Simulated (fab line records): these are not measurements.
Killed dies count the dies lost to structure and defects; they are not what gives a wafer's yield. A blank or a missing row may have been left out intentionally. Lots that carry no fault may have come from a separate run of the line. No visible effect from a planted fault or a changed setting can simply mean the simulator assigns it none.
Lot-split experiment / flow n5_finfet / route with 1938 steps; 7 lots, 21 wafers read

THE SPLIT
At N5_SD_EPI_N_COAT_32 (time 60 s, resist thk 350 nm), the setting spin_rpm was moved away from the recipe's 1500 rpm on 6 of the 21 wafers read, by -10.5% to +9.9%. This setting was run at the recipe's value on the other wafers.

The reading comes from the split's own step.

THE READING
SOC_of_SD_EPI_N_COAT_32.thk_nm (the simulator's own value, which no gauge read), in nm, at N5_SD_EPI_N_COAT_32 (time 60 s, resist thk 350 nm). The file does not state a usual value for it. Average 350.1 nm, standard deviation 0.79 nm, over the 15 wafers here run with the recipe.

wafer=L078.1; tool, chamber at the split=litho_track-05, 0; spin_rpm as run, rpm=1500; against the recipe=recipe; SOC_of_SD_EPI_N_COAT_32.thk_nm, nm=350.4; against lot-mates on the recipe=-
wafer=L078.3; tool, chamber at the split=litho_track-05, 0; spin_rpm as run, rpm=1500; against the recipe=recipe; SOC_of_SD_EPI_N_COAT_32.thk_nm, nm=351; against lot-mates on the recipe=-
wafer=L078.5; tool, chamber at the split=litho_track-05, 0; spin_rpm as run, rpm=1500; against the recipe=recipe; SOC_of_SD_EPI_N_COAT_32.thk_nm, nm=350; against lot-mates on the recipe=-
wafer=L080.2; tool, chamber at the split=litho_track-04, 0; spin_rpm as run, rpm=1500; against the recipe=recipe; SOC_of_SD_EPI_N_COAT_32.thk_nm, nm=349.4; against lot-mates on the recipe=-
wafer=L080.3; tool, chamber at the split=litho_track-04, 0; spin_rpm as run, rpm=1648; against the recipe=+9.9%; SOC_of_SD_EPI_N_COAT_32.thk_nm, nm=333.4; against lot-mates on the recipe=-15.5
wafer=L080.4; tool, chamber at the split=litho_track-04, 0; spin_rpm as run, rpm=1500; against the recipe=recipe; SOC_of_SD_EPI_N_COAT_32.thk_nm, nm=348.4; against lot-mates on the recipe=-
wafer=L082.3; tool, chamber at the split=litho_track-05, 0; spin_rpm as run, rpm=1500; against the recipe=recipe; SOC_of_SD_EPI_N_COAT_32.thk_nm, nm=350.4; against lot-mates on the recipe=-
wafer=L082.5; tool, chamber at the split=litho_track-05, 0; spin_rpm as run, rpm=1500; against the recipe=recipe; SOC_of_SD_EPI_N_COAT_32.thk_nm, nm=350.6; against lot-mates on the recipe=-
wafer=L082.6; tool, chamber at the split=litho_track-05, 0; spin_rpm as run, rpm=1500; against the recipe=recipe; SOC_of_SD_EPI_N_COAT_32.thk_nm, nm=349.8; against lot-mates on the recipe=-
wafer=L085.1; tool, chamber at the split=litho_track-02, 0; spin_rpm as run, rpm=1500; against the recipe=recipe; SOC_of_SD_EPI_N_COAT_32.thk_nm, nm=349.2; against lot-mates on the recipe=-
wafer=L085.5; tool, chamber at the split=litho_track-02, 0; spin_rpm as run, rpm=1591; against the recipe=+6.1%; SOC_of_SD_EPI_N_COAT_32.thk_nm, nm=339; against lot-mates on the recipe=-10.2
wafer=L085.6; tool, chamber at the split=litho_track-02, 0; spin_rpm as run, rpm=1591; against the recipe=+6.1%; SOC_of_SD_EPI_N_COAT_32.thk_nm, nm=338.8; against lot-mates on the recipe=-10.4
wafer=L089.3; tool, chamber at the split=litho_track-04, 0; spin_rpm as run, rpm=1500; against the recipe=recipe; SOC_of_SD_EPI_N_COAT_32.thk_nm, nm=351.4; against lot-mates on the recipe=-
wafer=L089.5; tool, chamber at the split=litho_track-04, 0; spin_rpm as run, rpm=1598; against the recipe=+6.5%; SOC_of_SD_EPI_N_COAT_32.thk_nm, nm=340.2; against lot-mates on the recipe=-10.9
wafer=L089.6; tool, chamber at the split=litho_track-04, 0; spin_rpm as run, rpm=1500; against the recipe=recipe; SOC_of_SD_EPI_N_COAT_32.thk_nm, nm=350.8; against lot-mates on the recipe=-
wafer=L092.2; tool, chamber at the split=litho_track-02, 0; spin_rpm as run, rpm=1500; against the recipe=recipe; SOC_of_SD_EPI_N_COAT_32.thk_nm, nm=350.6; against lot-mates on the recipe=-
wafer=L092.5; tool, chamber at the split=litho_track-02, 0; spin_rpm as run, rpm=1570; against the recipe=+4.7%; SOC_of_SD_EPI_N_COAT_32.thk_nm, nm=341.4; against lot-mates on the recipe=-8.4
wafer=L092.6; tool, chamber at the split=litho_track-02, 0; spin_rpm as run, rpm=1500; against the recipe=recipe; SOC_of_SD_EPI_N_COAT_32.thk_nm, nm=349; against lot-mates on the recipe=-
wafer=L094.1; tool, chamber at the split=litho_track-05, 0; spin_rpm as run, rpm=1500; against the recipe=recipe; SOC_of_SD_EPI_N_COAT_32.thk_nm, nm=350.4; against lot-mates on the recipe=-
wafer=L094.3; tool, chamber at the split=litho_track-05, 0; spin_rpm as run, rpm=1343; against the recipe=-10.5%; SOC_of_SD_EPI_N_COAT_32.thk_nm, nm=370.4; against lot-mates on the recipe=+20.2
wafer=L094.4; tool, chamber at the split=litho_track-05, 0; spin_rpm as run, rpm=1500; against the recipe=recipe; SOC_of_SD_EPI_N_COAT_32.thk_nm, nm=350; against lot-mates on the recipe=-

THE FIT
A straight line over all 21 wafers: SOC_of_SD_EPI_N_COAT_32.thk_nm changes by -1.8 nm for each +1% of spin_rpm; r = -0.99; the points scatter about the line by 0.91 nm.
The same after taking each lot's own level away (the mean of its wafers on the recipe; 21 wafers): -1.75 nm for each +1%; r = -1.00; scatter 0.69 nm.
That fit puts the effect of the largest move of spin_rpm on the reading at 18 nm.
From 348.90 to 351.10 nm: that is the span of the lots' own levels, equal to 2.8 times the standard deviation above.
The two slopes are in agreement: the lot-to-lot level therefore moves the slope only a little.
Check: +17.2 nm against its lot-mates is what the line predicts for one of the wafers moved furthest among these (-10.5%) when that wafer is left out of the fit. It came out at +20.2 nm against them.

FURTHER SPLITS ON THESE WAFERS
Note: prior to the reading, these wafers also went through further splits. Each is held against what the fit with the lots' levels taken away leaves over:
other split on the same wafers=N5_ZERO_LAYER_COAT_05 spin_rpm; wafers away from the commonest value=9; r with SOC_of_SD_EPI_N_COAT_32.thk_nm (lot level and that fit taken away)=-0.14
other split on the same wafers=N5_ZERO_LAYER_DEVELOP_10 develop_time_s; wafers away from the commonest value=10; r with SOC_of_SD_EPI_N_COAT_32.thk_nm (lot level and that fit taken away)=-0.04
other split on the same wafers=N5_FIN_SAQP_ETCH_65 time_s; wafers away from the commonest value=2; r with SOC_of_SD_EPI_N_COAT_32.thk_nm (lot level and that fit taken away)=-0.12

THE FILE'S OWN FIT
SOC_of_SD_EPI_N_COAT_32.thk_nm changes by -1.74 nm for each +1% of spin_rpm, r = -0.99.
